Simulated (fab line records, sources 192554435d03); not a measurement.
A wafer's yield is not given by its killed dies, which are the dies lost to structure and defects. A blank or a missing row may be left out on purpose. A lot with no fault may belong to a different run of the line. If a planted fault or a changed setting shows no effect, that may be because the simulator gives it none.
Chamber matching :: flow n5_finfet :: N5_GATE_CUT_SAC_CAP_01 on ald_sin-02 has 4 sister chambers
The step material SiNx, target thk 24 nm, pulse time 1 s, ald cycles 480. 4 wafers are shown with their chamber, then 8 later ones without.

## WAFERS WITH THEIR CHAMBER
wafer: L086.4
chamber: 2
heater_power_w (W): 838

wafer: L087.1
chamber: 0
heater_power_w (W): 904

wafer: L087.5
chamber: 3
heater_power_w (W): 863

wafer: L089.1
chamber: 1
heater_power_w (W): 688

## WAFERS MISSING THEIR CHAMBER
wafer: L089.4
heater_power_w (W): 883

wafer: L089.6
heater_power_w (W): 847

wafer: L090.2
heater_power_w (W): 851

wafer: L090.4
heater_power_w (W): 843

wafer: L090.5
heater_power_w (W): 686

wafer: L092.4
heater_power_w (W): 874

wafer: L092.5
heater_power_w (W): 843

wafer: L092.6
heater_power_w (W): 680

## WHICH CHAMBER EACH ONE RAN IN
wafer: L089.4
from the rows above: can't be placed: 3 or 0
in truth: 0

wafer: L089.6
from the rows above: can't be placed: 2 or 3
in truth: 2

wafer: L090.2
from the rows above: can't be placed: 3 or 2
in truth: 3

wafer: L090.4
from the rows above: can't be placed: 2 or 3
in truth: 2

wafer: L090.5
from the rows above: 1
in truth: 1

wafer: L092.4
from the rows above: can't be placed: 3 or 0
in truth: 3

wafer: L092.5
from the rows above: can't be placed: 2 or 3
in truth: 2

wafer: L092.6
from the rows above: 1
in truth: 1
Correct placement for 2 of the 8. Cannot be placed on the basis of these rows: 6; the candidates contain the true chamber in 6. Wrongly placed: 0.
How it was worked out, from the rows above alone: a wafer's distance from a chamber is the root of the sum, over the readings, of the square of ((its reading less the chamber's mean) divided by the reading's scatter). The wafer belongs to the nearest chamber; if the next one is less than 2 further off, it can't be placed. For every chamber, the mean is computed from those of its wafers that are shown. The scatter (one wafer shown for each chamber): square how far every hidden wafer sits from the nearest shown wafer, average those squares and take the square root.
